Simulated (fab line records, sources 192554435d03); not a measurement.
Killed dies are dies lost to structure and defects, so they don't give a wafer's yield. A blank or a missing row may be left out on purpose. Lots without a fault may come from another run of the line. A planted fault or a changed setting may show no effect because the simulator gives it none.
A struck lot beside a sound one | flow n5_finfet | 37 steps out of a route of 1938
Sound: wafers L193.1, L193.3, L193.6. Struck: wafer L185.2. (L185.1 of the same lot was not struck and is left out.) The cause comes at the end.
At each step with rows: each side's tool, then ch and its chambers, then its first start. Under that, the readings that differ: sound wafers | struck wafers | difference of the means | sigmas: that difference in standard deviations of wafers without a fault.
alike: readings whose means differ by less than 2 such deviations, and words and numbers that are the same on both sides. not compared: withheld readings, readings that some wafer has no value for, bounds like >300 that may hide the same value, and numbers for which the record gives no deviation and whose values overlap.
The two part at a step that has a row with sigmas, a row that says differs or no value, or rows on one side only. Numbers that don't overlap but have no deviation are shown without sigmas and don't part them. A reading that every wafer of one side lacks parts them only if that side has two wafers or more.

first, 8 steps without rows for these wafers: N5_BEOL_M7_SPUTTER_48 (material Cu, target thk 10 nm, time 1.667 s); N5_BEOL_M7_ECD_50 (material Cu, target thk 300 nm); N5_BEOL_M7_ANNEAL_51 (time 90 s); N5_BEOL_M7_CMP_52 (polishes, stops on SiCOH lowk, t overpolish 6.9 s, target thk 80 nm); N5_BEOL_M7_PRE_CLEAN_55 (time 15 s); N5_BEOL_M7_DEP_56 (deposits SiCN from 3MS/NH3, target thk 10 nm, time 17.5 s); N5_BEOL_M8_ILD_DEP_00 (deposits SiCOH lowk from DEMS/porogen, target thk 179.75 nm, time 33.4 s); N5_BEOL_M8_CURE_74 (cures SiCOH lowk, time 240 s).
N5_BEOL_M8_PECVD_70: deposits SiO2 from TEOS/O2, target thk 20 nm, time 22.7 s.
  sound on pecvd-04 ch 0,1,2, day 14 21:33; struck on pecvd-03 ch 2, day 12 07:26
  reading                                    | sound          | struck | difference | sigmas
  model.SiO2_of_BEOL_M8_PECVD_70.thk_nm (nm) | 19.8 19.6 20.2 | 34.8   | +14.9      |
  alike: heater_power_w, showerhead_plenum_p_Torr, throttle_valve_pct
then, 25 steps without rows for these wafers: N5_BEOL_M8_HM_DEP_02 (deposits TiN, target thk 20 nm); N5_BEOL_M8_COAT_59 (time 60 s, resist thk 100 nm); N5_BEOL_M8_COAT_60 (time 60 s, resist thk 35 nm); N5_BEOL_M8_COAT_05 (resist thk 90 nm); N5_BEOL_M8_EBR_07; N5_BEOL_M8_SOFTBAKE_06 (time 60 s); N5_BEOL_M8_EXPOSE_08 (exposes mask M8); N5_BEOL_M8_PEB_09 (peb time 60 s); N5_BEOL_M8_DEVELOP_10 (develop time 30 s); N5_BEOL_M8_DESCUM_16 (chemistry O2, time 7.9 s); N5_BEOL_M8_ETCH_61 (etches SiARC in CF4, target depth 45.5 nm, time 75.8 s); N5_BEOL_M8_ETCH_62 (etches SOC in N2/H2, target depth 110 nm, overetch 22 nm, time 165 s); N5_BEOL_M8_STRIP_68 (strips in N2/H2); N5_BEOL_M8_STRIP_67 (strips in CF4); N5_BEOL_M8_HM_OPEN_17 (chemistry Cl2/BCl3, target TiN, target depth 20 nm, overetch 6 nm); N5_BEOL_M8_STRIP_19 (strips in O2); N5_BEOL_M8_COAT_63 (time 60 s, resist thk 60 nm); N5_BEOL_M8_COAT_64 (time 60 s, resist thk 12 nm); N5_BEOL_M8_COAT_71 (time 60 s, resist thk 5 nm); N5_BEOL_M8_COAT_22 (resist thk 30 nm); N5_BEOL_M8_EBR_24; N5_BEOL_M8_SOFTBAKE_23 (time 60 s); N5_BEOL_M8_EXPOSE_25 (exposes mask V7, target cd 40 nm); N5_BEOL_M8_PEB_26 (peb time 60 s); N5_BEOL_M8_DEVELOP_27 (develop time 30 s).
N5_BEOL_M8_HM_STRIP_39: strips TiN in peroxide tin strip, target depth 25 nm, time 158 s.
  sound on wet_bench-02 ch 2,4,7, day 15 01:36; struck on wet_bench-04 ch 1, day 12 16:30
  reading                                    | sound        | struck | difference | sigmas
  model.SiO2_of_BEOL_M8_PECVD_70.thk_nm (nm) | 19.6 19.4 20 | 34.8   | +15.1      |
N5_BEOL_M8_CMP_52: polishes, stops on SiCOH lowk, t overpolish 6.9 s, target thk 80 nm.
  sound on cmp-03 ch 0,3, day 15 04:04; struck on cmp-04 ch 3, day 12 18:29
  reading                      | sound             | struck | difference | sigmas
  barrier_field_endpoint_s (s) | 28.2 28.1 29.2    | 46.8   | +18.3      | +24
  overpolish_run_s (s)         | 6.897 6.893 6.900 | 0.029  | -6.868     | -99 or more
  alike: motor_current_A, platen_rpm, retaining_ring_pressure_frac
then, 1 step without rows for these wafers: N5_PASSIVATION_PROBE_49.

WHERE THEY PART
Only at N5_BEOL_M8_CMP_52, within this record.

WHY: what the simulator had put in
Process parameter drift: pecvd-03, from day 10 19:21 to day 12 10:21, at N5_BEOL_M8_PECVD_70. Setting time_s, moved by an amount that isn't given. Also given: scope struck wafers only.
